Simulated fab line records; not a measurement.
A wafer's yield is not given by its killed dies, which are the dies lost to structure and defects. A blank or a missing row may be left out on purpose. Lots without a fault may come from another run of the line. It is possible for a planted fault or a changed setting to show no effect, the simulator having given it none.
fab line records | flow n5Finfet
record: lots: 3 wafers: 9 lastDay: 19
route steps=1938 shown GATE_CUT@481 PASSIVATION@1936
lots that met no fault: taken from a fault-free run of the same line
startH: hours from the record's opening day to when the first of the lot's shown wafers began | waitH: hours elapsed since this lot's preceding step | " the same as in the row above | L1.1+2: one row covering several wafers at once | - either no value or no given start | * or withheld: withheld | < > ~ a bound
route shown NAME@n: NAME is a module with steps in the file, n the number in the route of the first one | usual: mean/standard deviation taken from wafers without a fault | same: alike in all rows | chamber/n: place in a boat | sites: the reading at each site | _std_site: the values' standard deviation | _edge_site: mean of outer sites minus mean of inner sites | radiusMm: for every site, how far away it sits from the centre of the wafer | mask NAME#n: copy n | behind: tool/chamber where the wafer was last shaped | hold: the reason the lot was held/the length of the hold in hours/how it ended | device: whichever transistor did not switch (one of n, p or np) | end of line: the route-end tests of the same wafers | a step given without rows: its recipe and nothing more | killed: not the wafer's yield, but the dies lost to structure and defects at the first sort | map: shows each die of a wafer: x if killed, . if not, _ if none is there
set.NAME: the setting the step ran with; set.NAME@STEP: the setting that earlier step ran with | model.NAME: the simulator's own value behind a step, which no gauge read
lots seen at some steps along the route; tables by step, rows by wafer
services: a tool's chamber out of use, with start hour (startH, from the record's first day; less than 0 if before it), hours out, and reason
== steps ==
step: N5_GATE_CUT_COAT_07
recipe: resist: CAR-EUV spinRpm: 1500 resistThkNm: 30
step: N5_GATE_CUT_EBR_09
recipe: solvent: PGMEA ebrWidthMm: 1.5
step: N5_GATE_CUT_SOFTBAKE_08
recipe: tempC: 110 timeS: 60 resist: CAR-EUV
step: N5_GATE_CUT_EXPOSE_10
recipe: maskId: GATE_CUT na: 0.33 sourceShape: annular sigmaInner: 0.35 sigmaOuter: 0.8 polarization: unpolarized targetCdNm: 20 doseMj: 43.25
step: N5_GATE_CUT_PEB_11
recipe: pebTempC: 100 pebTimeS: 60 resist: CAR-EUV
step: N5_GATE_CUT_DEVELOP_12
recipe: developTimeS: 30 developer: TMAH resist: CAR-EUV rinseLiquid: surfactantRinse dry: airSpin devTempC: 23
step: N5_GATE_CUT_DESCUM_18
recipe: chemistry: O2 timeS: 7 sourcePowerW: 50 biasPowerW: 20 pressureMtorr: 20 rfFrequencyHz: 2.712e+07 tempC: 40 resist: CAR-EUV o2FlowSccm: 225
step: N5_GATE_CUT_ETCH_28
recipe: chemistry: N2/H2 target: underlayer targetDepthA: 130 maskMaterial: CAR-EUV timeS: 10.4 ionEnergyEv: 200 pressureMtorr: 30 sourceW: 840 biasW: 150 n2FlowSccm: 200 h2FlowSccm: 200 ends: cleared
step: N5_GATE_CUT_ETCH_36
recipe: chemistry: CF4 target: SiARC targetDepthA: 130 maskMaterial: CAR-EUV timeS: 21.7 ionEnergyEv: 80 pressureMtorr: 40 sourceW: 545 biasW: 36 Ar_flow_sccm: 100 cf4FlowSccm: 100 ends: cleared
step: N5_GATE_CUT_ETCH_37
recipe: chemistry: N2/H2 target: SOC targetDepthA: 600 overetchA: 120 maskMaterial: SiARC tempC: 40 timeS: 90 ionEnergyEv: 200 pressureMtorr: 30 sourceW: 840 biasW: 150 n2FlowSccm: 200 h2FlowSccm: 200
usual: drypumpMotorCurrentA: 5.6/0.47 oesProductAu: 0.70/0.091 rfVppV: 523.9/2.5 showerheadPlenumPTorr: 2.55/0.083 throttleValvePct: 17.9/0.34
columns lot.wafer tool chamber startH waitH drypumpMotorCurrentA oesProductAu rfHoursCounterH rfVppV showerheadPlenumPTorr throttleValvePct model.etch.depthNm model.SiARC_of_GATE_CUT_COAT_35.thkNm model.GATE_CUT.cdNm
L266.1 rieDiel-04 3 138.79 0.0 5.0 0.83 15 524.8 2.60 17.3 60.37 6 19.6
L266.3 " 2 " " 4.9 0.74 73 524.5 2.58 17.7 60.25 6.2 20.2
L266.4 " 1 " " 6.2 0.61 - 520.6 2.42 18.1 60.27 5.8 19.6
L267.3 rieDiel-05 1 144.30 0.0 5.6 0.64 202 522.4 2.54 18.0 60.16 6.2 20.6
L267.4 " 3 " " 5.3 0.62 - 524.0 2.53 18.3 60.23 6 20.4
L267.5 " 1 " " 5.5 0.63 - 523.9 2.54 18.0 60.02 6.4 20.2
L280.1 rieDiel-05 1 219.18 0.0 5.5 0.53 221 522.0 2.53 18.0 43.32 7.6 19.6
L280.2 " 3 " " 5.3 0.60 249 521.7 2.52 18.4 60.05 6 19.6
L280.3 " 0 " " 6.4 0.64 201 525.0 2.61 18.1 60.05 5.8 19.6
step: N5_GATE_CUT_STRIP_38
recipe: chemistry: N2/H2 tempC: 40 n2FlowSccm: 200 h2FlowSccm: 200 rfFrequencyHz: 6e+07
step: N5_GATE_CUT_STRIP_39
recipe: chemistry: N2/H2 tempC: 40 n2FlowSccm: 200 h2FlowSccm: 200 rfFrequencyHz: 6e+07
step: N5_GATE_CUT_HM_OPEN_40
recipe: chemistry: C4F6/O2 target: SiO2 maskMaterial: SiARC targetDepthA: 1390 timeS: 85.1 ionEnergyEv: 250 pressureMtorr: 30 sourceW: 345 biasW: 185 Ar_flow_sccm: 300 C4F6_flow_sccm: 10 O2_flow_sccm: 10 ends: cleared
usual: drypumpMotorCurrentA: 5.6/0.47 etchRfOnTimeS: 93.6/2.2 oes_o_777_au: 0.78/0.099 oesProductAu: 0.70/0.095 rfVppV: 666/18 showerheadPlenumPTorr: 2.85/0.096 throttleValvePct: 20.9/0.33
columns lot.wafer tool chamber startH waitH drypumpMotorCurrentA etchRfOnTimeS oes_o_777_au oesProductAu rfHoursCounterH rfVppV showerheadPlenumPTorr throttleValvePct
L266.1 rieDiel-04 3 138.88 0.0 5.0 92.2 0.84 0.83 15 680 2.94 20.7
L266.3 " 2 " " 4.9 92.5 0.88 0.75 73 632 2.89 20.9
L266.4 " 1 " " 6.2 93.3 0.70 0.63 - 680 2.75 21.3
L267.3 rieDiel-05 1 144.38 0.0 5.5 95.4 0.67 0.63 202 661 2.79 20.8
L267.4 " 3 " " 5.2 94.4 0.71 0.63 - 657 2.77 21.0
L267.5 " 1 " " 5.5 94.8 0.67 0.64 - 660 2.79 20.8
L280.1 rieDiel-05 1 219.26 0.0 5.5 92.9 0.65 0.30 221 660 2.78 20.6
L280.2 " 3 " " 5.3 88.6 0.70 0.61 249 657 2.76 21.1
L280.3 " 0 " " 6.5 92.3 0.71 0.64 202 695 2.97 21.5
step: N5_GATE_CUT_STRIP_41
recipe: chemistry: CF4 resist: SiARC powerW: 300 biasPowerW: 75 pressureMtorr: 50 cf4FlowSccm: 150 rfFrequencyHz: 6e+07
step: N5_GATE_CUT_STRIP_42
recipe: chemistry: O2 powerW: 400 tempC: 40 pressureMtorr: 30 rfFrequencyHz: 6e+07 biasPowerW: 0 overashFraction: 0.3 o2FlowSccm: 225
step: N5_GATE_CUT_ETCH_19
recipe: chemistry: CH3F/O2 target: SiNx maskMaterial: SiO2 targetDepthA: 537 timeS: 76.7 pressureMtorr: 30 sourceW: 395 biasW: 73 Ar_flow_sccm: 150 CH3F_flow_sccm: 30 O2_flow_sccm: 20 ionEnergyEv: 120 ends: cleared
usual: drypumpMotorCurrentA: 5.6/0.46 etchRfOnTimeS: 77.2/1.6 oes_o_777_au: 0.78/0.1 oesProductAu: 0.66/0.089 rfVppV: 297/8 showerheadPlenumPTorr: 2.00/0.07 throttleValvePct: 16.4/0.31
columns lot.wafer tool chamber startH waitH drypumpMotorCurrentA etchRfOnTimeS oes_o_777_au oesProductAu rfHoursCounterH rfVppV showerheadPlenumPTorr throttleValvePct model.GATE_CUT.cdNm
L266.1 rieDiel-04 3 139.00 0.0 5.0 76.5 0.86 0.79 15 304 2.06 15.9 19.6
L266.3 " 2 " " 4.9 76.1 0.87 0.71 73 282 2.03 16.2 20.4
L266.4 " 1 " " 6.2 75.3 0.71 0.59 - 304 1.92 16.7 19.8
L267.3 rieDiel-05 1 144.50 0.0 5.5 79.1 0.68 0.60 202 293 1.96 16.3 20.4
L267.4 " 3 " " 5.3 75.8 0.72 0.59 - 294 1.95 16.6 20.4
L267.5 " 1 " " 5.5 78.8 0.68 0.59 - 294 1.96 16.3 20
L280.1 rieDiel-05 1 219.38 0.0 5.6 191.7 0.68 0.26 221 295 1.95 16.3 19.8
L280.2 " 3 " " 5.3 75.7 0.71 0.59 249 294 1.94 16.6 19.6
L280.3 " 0 " " 6.5 78.2 0.70 0.61 202 310 2.09 16.8 19.8
step: N5_GATE_CUT_CUT_ETCH_53
recipe: chemistry: SF6/Cl2 target: W maskMaterial: SiO2 targetDepthA: 792 pressureMtorr: 8 icpW: 900 biasW: 80 SF6_flow_sccm: 40 Cl2_flow_sccm: 60 ends: cleared
usual: drypumpMotorCurrentA: 5.5/0.38 etchRfOnTimeS: 26.2/0.55 oesProductAu: 0.71/0.13 throttleValvePct: 28.8/0.34
columns lot.wafer tool chamber startH waitH drypumpMotorCurrentA etchRfOnTimeS oesProductAu rfHoursCounterH throttleValvePct
L266.1 rieMetal-02 1 139.11 0.1 5.5 26.2 0.78 22 28.5
L266.3 " 1 " " 5.5 26.4 0.77 - 28.5
L266.4 " 0 " " 6.1 25.7 0.82 - 28.5
L267.3 rieMetal-02 1 144.63 0.1 5.5 26.6 0.78 - 28.5
L267.4 " 0 " " 6.1 25.8 0.82 - 28.5
L267.5 " 1 " " 5.5 26.4 0.77 - 28.5
L280.1 rieMetal-01 0 219.49 0.1 5.0 34.3 0.21 156 27.9
L280.2 " 0 " " 5.0 26.2 0.52 - 29.4
L280.3 " 0 " " 5.1 26.1 0.52 - 29.4
step: N5_GATE_CUT_CUT_ETCH_54
recipe: chemistry: Cl2/BCl3 target: TiN maskMaterial: SiO2 targetDepthA: 967 pressureMtorr: 10 icpW: 1000 biasW: 126 Cl2_flow_sccm: 53.25 bcl3FlowSccm: 21.75 Ar_flow_sccm: 25 ends: cleared
usual: drypumpMotorCurrentA: 5.5/0.37 etchRfOnTimeS: 36.6/0.74 oesProductAu: 0.71/0.13 throttleValvePct: 22.18/0.25
columns lot.wafer tool chamber startH waitH drypumpMotorCurrentA etchRfOnTimeS oesProductAu rfHoursCounterH throttleValvePct
L266.1 rieMetal-02 1 139.17 0.0 5.5 37.5 0.76 22 21.95
L266.3 " 1 " " 5.5 37.5 0.77 - 21.94
L266.4 " 0 " " 6.1 36.0 0.81 - 22.09
L267.3 rieMetal-02 1 144.69 0.0 5.5 36.5 0.77 - 21.92
L267.4 " 0 " " 6.1 35.3 0.83 - 22.10
L267.5 " 1 " " 5.5 36.9 0.78 - 21.94
L280.1 rieMetal-01 0 219.61 0.1 5.0 47.9 0.21 156 23.12
L280.2 " 0 " " 5.0 36.5 0.52 - 22.56
L280.3 " 0 " " 5.0 36.4 0.52 - 22.56
step: N5_GATE_CUT_CUT_ETCH_55
recipe: chemistry: BCl3 target: HfO2 maskMaterial: SiO2 targetDepthA: 32 ionEnergyEv: 30 pressureMtorr: 5 icpW: 450 biasW: 18 bcl3FlowSccm: 80
usual: drypumpMotorCurrentA: 5.5/0.37 oesProductAu: 0.78/0.14 throttleValvePct: 33.1/0.65
columns lot.wafer tool chamber startH waitH drypumpMotorCurrentA oesProductAu rfHoursCounterH throttleValvePct
L266.1 rieMetal-02 1 139.23 0.0 5.5 0.85 22 32.8
L266.3 " 1 " " 5.5 0.84 - 32.8
L266.4 " 0 " " 6.1 0.89 - 32.0
L267.3 rieMetal-02 1 144.74 0.0 5.5 0.85 - 32.8
L267.4 " 0 " " 6.1 0.89 - 32.0
L267.5 " 1 " " 5.5 0.85 - 32.8
L280.1 rieMetal-01 0 219.73 0.1 5.0 0.22 156 33.8
L280.2 " 0 " " 5.0 0.57 - 33.8
L280.3 " 0 " " 5.0 0.57 - 33.8
step: N5_GATE_CUT_ETCH_47
recipe: chemistry: Cl2/BCl3 target: SiO2 targetDepthA: 100 pressureMtorr: 10 icpW: 1000 biasW: 126 Cl2_flow_sccm: 53.25 bcl3FlowSccm: 21.75 Ar_flow_sccm: 25
step: N5_PASSIVATION_PROBE_49
usual: killed_at_M0_to_M3: 33/11 killed_at_M4_up: 13/5.2 killedAtContacts: 11/5.7 killedAtFrontEnd: 39/11 killedAtOther: 4/3 killedDies: 101/20 killedOnRim: 13/4.1 killedOpen: 66/15 killedShort: 33/8.4
same: grossDies: 1180 killedAtBackSide: 0
columns lot.wafer tool chamber startH waitH killed_at_M0_to_M3 killed_at_M4_up killedAtContacts killedAtFrontEnd killedAtOther killedDies killedOnRim killedOpen killedShort
L267.3 prober-01 - 321.25 0.1 32 12 16 55 7 122 22 78 35
L267.4 prober-01 - 321.30 0.2 38 14 32 45 6 135 16 100 35
L267.5 prober-01 - 321.35 0.2 54 7 12 42 5 120 15 77 41
L266.1 prober-02 - 331.72 0.0 27 8 11 28 3 77 12 52 24
L266.3 prober-02 - 331.82 0.1 30 7 15 32 0 84 12 56 22
L266.4 prober-02 - 331.87 0.2 19 12 8 25 4 68 9 47 20
L280.1 prober-02 - 447.81 0.0 24 14 11 1125 6 1180 152 56 34
L280.2 prober-02 - 447.86 0.1 30 15 13 27 2 87 11 52 32
L280.3 prober-02 - 447.91 0.1 17 11 13 71 1 113 9 76 25
killed by level:class
L267.3 MOL_CONTACT_COAG:geometricParticle:open=13 BEOL_M0_SAQP:geometricParticle:open=13 STI_FIN_REVEAL:geometricParticle:open=10 HKMG_FIN:areaEtch=9 GATE_CUT:geometricParticle:short=8 DUMMY_GATE:geometricParticle:open=6 BEOL_M0_SAQP:geometricParticle:short=6 GATE_CUT:geometricParticle:open=5
L267.4 MOL_CONTACT_COAG:geometricParticle:open=26 STI_FIN_REVEAL:geometricParticle:open=21 BEOL_M1:geometricParticle:open=11 BEOL_M3:geometricParticle:open=9 BEOL_M0_SAQP:geometricParticle:short=8 FIN_SAQP:geometricParticle:open=6 MOL_CONTACT_COAG:geometricParticle:short=6 BEOL_M4:geometricParticle:open=6
L267.5 BEOL_M0_SAQP:geometricParticle:short=14 BEOL_M0_SAQP:geometricParticle:open=13 STI_FIN_REVEAL:geometricParticle:open=9 BEOL_M3:geometricParticle:open=9 MOL_CONTACT_COAG:geometricParticle:open=8 BEOL_M2:geometricParticle:open=7 FIN_SAQP:geometricParticle:open=5 FIN_SAQP:geometricParticle:short=5
L266.1 MOL_CONTACT_COAG:geometricParticle:open=10 BEOL_M3:geometricParticle:open=7 STARTING-WAFER:geometricParticle:open=7 BEOL_M3:geometricParticle:short=6 FIN_SAQP:geometricParticle:open=5 BEOL_M0_SAQP:geometricParticle:short=5 BEOL_M2:geometricParticle:open=5 STI_FIN_REVEAL:geometricParticle:open=3
L266.3 BEOL_M3:geometricParticle:open=16 MOL_CONTACT_COAG:geometricParticle:open=14 FIN_SAQP:geometricParticle:open=7 FIN_SAQP:geometricParticle:short=4 DUMMY_GATE:geometricParticle:open=4 BEOL_M0_SAQP:geometricParticle:short=3 BEOL_M2:geometricParticle:open=3 SD_EPI_P:coatMicrobubblePrinted=3
L266.4 MOL_CONTACT_COAG:geometricParticle:open=8 FIN_SAQP:geometricParticle:short=7 BEOL_M3:geometricParticle:open=6 BEOL_M1:geometricParticle:open=5 STI_FIN_REVEAL:geometricParticle:open=4 DUMMY_GATE:geometricParticle:open=3 BEOL_M3:geometricParticle:short=3 BEOL_M4:geometricParticle:short=3
L280.1 GATE_CUT:areaEtch=1086 FIN_SAQP:geometricParticle:open=10 MOL_CONTACT_COAG:geometricParticle:open=10 FIN_SAQP:geometricParticle:short=9 STI_FIN_REVEAL:geometricParticle:open=7 BEOL_M3:geometricParticle:short=5 BEOL_M4:geometricParticle:open=5 BEOL_M2:geometricParticle:open=4
L280.2 MOL_CONTACT_COAG:geometricParticle:open=10 FIN_SAQP:geometricParticle:open=6 STI_FIN_REVEAL:geometricParticle:open=6 BEOL_M0:geometricParticle:short=6 BEOL_M1:geometricParticle:short=6 BEOL_M3:geometricParticle:open=6 BEOL_M0:geometricParticle:open=5 BEOL_M4:geometricParticle:open=5
L280.3 FIN_SAQP:geometricParticle:open=23 MOL_CONTACT_COAG:geometricParticle:open=13 STI_FIN_REVEAL:geometricParticle:open=10 HKMG_FIN:areaEtch=10 FIN_SAQP:geometricParticle:short=7 DUMMY_GATE:geometricParticle:open=6 GATE_CUT:geometricParticle:short=4 STARTING-WAFER:geometricParticle:short=4
map L280.1 (x killed, . not)
_________________xxxxxxxxxxxx________________
______________xxxxxxxxxxxxxxxxxx_____________
___________xxxxxxxxxxxxxxxxxxxxxxxx__________
__________xxxxxxxxxxxxxxxxxxxxxxxxxx_________
________xxxxxxxxxxxxxxxxxxxxxxxxxxxxxx_______
_______xxxxxxxxxxxxxxxxxxxxxxxxxxxxxxxx______
______xxxxxxxxxxxxxxxxxxxxxxxxxxxxxxxxxx_____
_____xxxxxxxxxxxxxxxxxxxxxxxxxxxxxxxxxxxx____
____xxxxxxxxxxxxxxxxxxxxxxxxxxxxxxxxxxxxxx___
___xxxxxxxxxxxxxxxxxxxxxxxxxxxxxxxxxxxxxxxx__
___xxxxxxxxxxxxxxxxxxxxxxxxxxxxxxxxxxxxxxxx__
__xxxxxxxxxxxxxxxxxxxxxxxxxxxxxxxxxxxxxxxxxx_
__xxxxxxxxxxxxxxxxxxxxxxxxxxxxxxxxxxxxxxxxxx_
_xxxxxxxxxxxxxxxxxxxxxxxxxxxxxxxxxxxxxxxxxxxx
_xxxxxxxxxxxxxxxxxxxxxxxxxxxxxxxxxxxxxxxxxxxx
_xxxxxxxxxxxxxxxxxxxxxxxxxxxxxxxxxxxxxxxxxxxx
_xxxxxxxxxxxxxxxxxxxxxxxxxxxxxxxxxxxxxxxxxxxx
_xxxxxxxxxxxxxxxxxxxxxxxxxxxxxxxxxxxxxxxxxxxx
_xxxxxxxxxxxxxxxxxxxxxxxxxxxxxxxxxxxxxxxxxxxx
_xxxxxxxxxxxxxxxxxxxxxxxxxxxxxxxxxxxxxxxxxxxx
_xxxxxxxxxxxxxxxxxxxxxxxxxxxxxxxxxxxxxxxxxxxx
__xxxxxxxxxxxxxxxxxxxxxxxxxxxxxxxxxxxxxxxxxx_
__xxxxxxxxxxxxxxxxxxxxxxxxxxxxxxxxxxxxxxxxxx_
___xxxxxxxxxxxxxxxxxxxxxxxxxxxxxxxxxxxxxxxx__
___xxxxxxxxxxxxxxxxxxxxxxxxxxxxxxxxxxxxxxxx__
____xxxxxxxxxxxxxxxxxxxxxxxxxxxxxxxxxxxxxx___
_____xxxxxxxxxxxxxxxxxxxxxxxxxxxxxxxxxxxx____
______xxxxxxxxxxxxxxxxxxxxxxxxxxxxxxxxxx_____
_______xxxxxxxxxxxxxxxxxxxxxxxxxxxxxxxx______
________xxxxxxxxxxxxxxxxxxxxxxxxxxxxxx_______
__________xxxxxxxxxxxxxxxxxxxxxxxxxx_________
___________xxxxxxxxxxxxxxxxxxxxxxxx__________
______________xxxxxxxxxxxxxxxxxx_____________
_________________xxxxxxxxxxxx________________
map L267.4 (x killed, . not)
_________________...........x________________
______________..............x..._____________
___________..x....x................__________
__________xx..x............x.x......_________
________.....x........................_______
_______...........xx..x........x......x______
______x.........x.............x..x......_____
_____....................x...............____
____.........x....x..x.....x.......x......___
___.....x.............x..x.x........x......__
___............................x.....x.....__
__.............x.....x............x........._
__...........xx..x......xx........xx........_
_....xx...........x..............x..x...x....
_....x...x..x.x.......x...x..................
_..xxx....x.......x.x........................
_.......xx...x.......................x..x...x
_...............x..........x.........x.x.....
_............x....x......x...................
_.x.......x...........x...x........x.........
_.x.............x......x.....x..x...x.....xx.
__...xx..x..............x...............x.xx_
__....x.x......x............x...........x..._
___....x....x..............................__
___..........................x.....x..x....__
____...................xxx..x....x...x....___
_____.....x...xx...x.....x...............____
______........................x........._____
_______...............................x______
________..........x....x...x........x._______
__________.......x..x...x.xxx.x.x..x_________
___________...........x.xxx........__________
______________.................x_____________
_________________.....x......________________
== services ==
columns tool chamber startH hours kind
rieDiel-04 0 124.66 - clean
rieDiel-04 0 124.66 - consumableReplace:focusRing
rieDiel-04 0 124.66 - consumableReplace:showerhead
rieDiel-04 0 124.66 17.3 scheduledDown
rieDiel-04 0 124.66 17.3 ventCycle
rieDiel-05 0 139.20 12.1 repair
rieMetal-01 1 144.96 112.8 repair
rieDiel-04 3 171.42 1.6 repair
rieMetal-01 - 188.23 0.6 repair
rieDiel-04 1 190.80 1.3 repair
== key ==
firstSign: step: N5_GATE_CUT_HM_OPEN_40 reading: oesProductAu direction: down sigmas: 4.3 usual: 0.70 struck: 0.30
effect: step: N5_GATE_CUT_ETCH_19 reading: etchRfOnTimeS direction: up sigmas: 73 usual: * struck: *
effect: step: N5_GATE_CUT_CUT_ETCH_53 reading: etchRfOnTimeS direction: up sigmas: 15 usual: * struck: *
effect: step: N5_GATE_CUT_CUT_ETCH_54 reading: etchRfOnTimeS direction: up sigmas: 15 usual: * struck: *
effect: step: N5_GATE_CUT_CUT_ETCH_55 reading: oesProductAu direction: down sigmas: 4 usual: 0.78 struck: 0.22
effect: step: N5_PASSIVATION_PROBE_49 reading: killedAtFrontEnd direction: up sigmas: 97 usual: 39 struck: 1125
modelEffect: step: N5_GATE_CUT_ETCH_37 value: etch.depthNm without: 60.05 struck: 43.32
modelEffect: step: N5_GATE_CUT_ETCH_19 value: GATE_CUT.cdNm without: 20.4 struck: 19.8
moreKillsBornAt: N5_GATE_CUT_ETCH_37@rieDiel-05: 1086
metAt N5_GATE_CUT_ETCH_37
struckWafers L280.1
laterRowsLeftOut L280.1
testerLeftOut L280
baselineLoss: step: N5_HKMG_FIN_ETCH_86 wafers: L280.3
onsetBetween 144.30 219.18
fault: kind: processParameterDrift tool: rieDiel-05 chamber: - onsetH: 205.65 steps: N5_GATE_CUT_ETCH_37 channel: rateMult offset: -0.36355 shape: step endH: 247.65 scope: struckWafersOnly
testerLeftOut: of these lots the tester's yield and bins aren't shown, on N5 and GAA mostly nor the transistor test; their killed dies are dies lost to structure and defects alone, not to doping, threshold or leakage, so they don't give the yield
laterRowsLeftOut: the simulator's readings of these wafers behind a module that went badly wrong aren't trusted and aren't shown, but for the sort
baselineLoss: these wafers lose ten dies or more at that step, a loss of the line's own and not of a fault; the sort's usual values leave them out
